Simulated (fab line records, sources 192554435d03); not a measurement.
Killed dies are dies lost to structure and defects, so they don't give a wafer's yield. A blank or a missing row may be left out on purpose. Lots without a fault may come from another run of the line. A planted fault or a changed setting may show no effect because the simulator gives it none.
A struck lot beside a sound one | flow n5_finfet | 33 steps out of a route of 1938
Sound: wafers L370.3, L370.4, L370.6. Struck: wafers L378.1, L378.4, L378.5. The cause comes at the end.
At each step with rows: each side's tool, then ch and its chambers, then its first start. Under that, the readings that differ: sound wafers | struck wafers | difference of the means | sigmas: that difference in standard deviations of wafers without a fault.
alike: readings whose means differ by less than 2 such deviations, and words and numbers that are the same on both sides. not compared: withheld readings, readings that some wafer has no value for, bounds like >300 that may hide the same value, and numbers for which the record gives no deviation and whose values overlap.
The two part at a step that has a row with sigmas, a row that says differs or no value, or rows on one side only. Numbers that don't overlap but have no deviation are shown without sigmas and don't part them. A reading that every wafer of one side lacks parts them only if that side has two wafers or more.

N5_BEOL_M11_ALD_74: deposits TaN, target thk 2 nm, pulse time 2 s, purge time 3 s.
  sound on ald_metal-03 ch 2,3, day 13 02:34; struck on ald_metal-03 ch 1,2,3, day 15 07:43
  alike: heater_power_w
then, 2 steps without rows for these wafers: N5_BEOL_M11_SURFACE_TREAT_76; N5_BEOL_M11_CVD_75 (deposits Co from CCTBA/H2, target thk 2 nm, time 138.9 s).
N5_BEOL_M11_SPUTTER_48: material Cu, target thk 12 nm, time 2 s.
  sound on pvd_sputter-03, day 13 04:15; struck on pvd_sputter-01, day 15 08:21
  alike: chuck_gas_flow_sccm, throttle_valve_pct
then, 1 step without rows for these wafers: N5_BEOL_M11_ECD_50 (material Cu, target thk 318 nm).
N5_BEOL_M11_ANNEAL_51: time 90 s.
  sound on rtp_anneal-02 ch 0, day 13 04:58; struck on rtp_anneal-01 ch 0, day 15 09:31
  alike: wafer_temp_C_max
then, 1 step without rows for these wafers: N5_BEOL_M11_CMP_52 (polishes, stops on SiCOH lowk, t overpolish 7 s, target thk 140 nm).
N5_BEOL_M11_THK_MEAS_53: measures by xrf.
  sound on film_metro-02, day 13 05:29; struck on film_metro-01, day 15 10:07
  alike: M11_THK
then, 1 step without rows for these wafers: N5_BEOL_M11_PRE_CLEAN_55 (time 15 s).
N5_BEOL_M11_DEP_56: deposits SiCN from 3MS/NH3, target thk 30 nm, time 10.5 s.
  sound on pecvd-03 ch 0,1, day 13 05:32; struck on pecvd-03 ch 0,1, day 15 10:10
  alike: chamber_pressure_Torr, rf_fwd_power_W, showerhead_plenum_p_Torr, throttle_valve_pct
N5_BEOL_M11_RS_MEAS_57: measures by four-point-probe.
  sound on film_metro-02, day 13 05:36; struck on film_metro-01, day 15 10:14
  alike: M11_RS
N5_BEOL_M11_INSPECT_58: inspects for defects (darkfield).
  sound on defect_inspect-02, day 13 05:38; struck on defect_inspect-01, day 15 10:16
  reading          | sound    | struck      | difference | sigmas
  raw_defect_count | 45 44 46 | 124 130 118 | +79        | +3
N5_BEOL_M12_ILD_DEP_00: deposits SiOC from DEMS/O2, target thk 658.92 nm, time 130.7 s.
  sound on pecvd-04 ch 0,1,2, day 13 05:40; struck on pecvd-04 ch 0,1,2, day 15 10:18
  no value came back on the struck wafers for any of 5 readings (chamber_pressure_Torr (Torr), heater_power_outer_w (W) and others); on the sound wafers chamber_pressure_Torr (Torr) reads 5.007 4.993 5.024
then, 8 steps without rows for these wafers: N5_BEOL_M12_COAT_58 (time 60 s, resist thk 89 nm); N5_BEOL_M12_COAT_04 (resist thk 400 nm); N5_BEOL_M12_EBR_06; N5_BEOL_M12_SOFTBAKE_05 (time 60 s); N5_BEOL_M12_EXPOSE_07 (exposes mask V11); N5_BEOL_M12_PEB_08 (peb time 90 s); N5_BEOL_M12_DEVELOP_09 (develop time 45 s); N5_BEOL_M12_HARDBAKE_14 (time 120 s).
N5_BEOL_M12_CD_MEAS_10: target cd 140 nm.
  sound on cd_sem-02 ch 0, day 13 06:14; struck on cd_sem-01 ch 0, day 15 10:52
  alike: cd_nm
N5_BEOL_M12_OVL_MEAS_11:
  sound on overlay-01 ch 0, day 13 06:16; struck on overlay-01 ch 0, day 15 10:53
  alike: V11_OVL
N5_BEOL_M12_INSPECT_12: inspects for defects (macro).
  sound on defect_inspect-02, day 13 06:17; struck on defect_inspect-01, day 15 10:55
  alike: raw_defect_count
then, 2 steps without rows for these wafers: N5_BEOL_M12_DESCUM_15 (chemistry O2, time 7.9 s); N5_BEOL_M12_ETCH_59 (etches BARC in N2/H2, target depth 89 nm, overetch 26.7 nm, time 67.9 s).
N5_BEOL_M12_VIA_ETCH_16: etches SiOC in C4F8/O2/Ar, target depth 724.8 nm.
  sound on rie_diel-04 ch 1,3, day 13 06:25; struck on rie_diel-04 ch 2,3, day 15 11:10
  reading                                    | sound           | struck            | difference | sigmas
  oes_product_au (a.u.)                      | 0.66 0.69 0.66  | 0.28 0.36 0.27    | -0.37      | -6
  model.etch.depth_nm (nm)                   | 646 658.6 653.8 | 0 0 0             | -653       |
  model.coat_of_BEOL_M12_COAT_04.thk_nm (nm) | 128 124.6 125.8 | 311.8 309.6 312.6 | +185.2     |
  alike: drypump_motor_current_A, rf_vpp_V, showerhead_plenum_p_Torr, throttle_valve_pct
N5_BEOL_M12_STRIP_63: strips in N2/H2.
  sound on plasma_asher-01 ch 0,1, day 13 06:38; struck on plasma_asher-02 ch 0,1, day 15 11:22
  reading                      | sound             | struck            | difference | sigmas
  oes_product_au (a.u.)        | 0.697 0.684 0.701 | 0.865 0.860 0.861 | +0.168     | +32
  strip_time_to_endpoint_s (s) | 43.8 42.9 43.2    | 91.0 90.4 91.2    | +47.6      | +59
  alike: drypump_motor_current_A, heater_power_w, temp_c
  not compared: rf_hours_counter_h
N5_BEOL_M12_STRIP_64: strips in N2/H2.
  sound on plasma_asher-01 ch 0,1, day 13 06:41; struck on plasma_asher-02 ch 0,1, day 15 11:25
  alike: drypump_motor_current_A, heater_power_w, oes_product_au, strip_time_to_endpoint_s, temp_c
  not compared: rf_hours_counter_h
then, 2 steps without rows for these wafers: N5_BEOL_M12_STRIP_71 (strips in post etch residue remover, time 60 s); N5_BEOL_M12_SRD_72 (time 30 s, dry time 30 s).
N5_BEOL_M12_CD_MEAS_17: target cd 140 nm.
  sound on cd_sem-03, day 13 06:49; struck on cd_sem-03, day 15 11:34
  reading    | sound             | struck | difference                    | sigmas
  cd_nm (nm) | 139.9 140.2 140.0 | - - -  | no value on the struck wafers |
then, 1 step without rows for these wafers: N5_BEOL_M12_COAT_65 (time 60 s, resist thk 300 nm).

WHERE THEY PART
First at N5_BEOL_M11_INSPECT_58; last, within this record, at N5_BEOL_M12_CD_MEAS_17.

WHY: what the simulator had put in
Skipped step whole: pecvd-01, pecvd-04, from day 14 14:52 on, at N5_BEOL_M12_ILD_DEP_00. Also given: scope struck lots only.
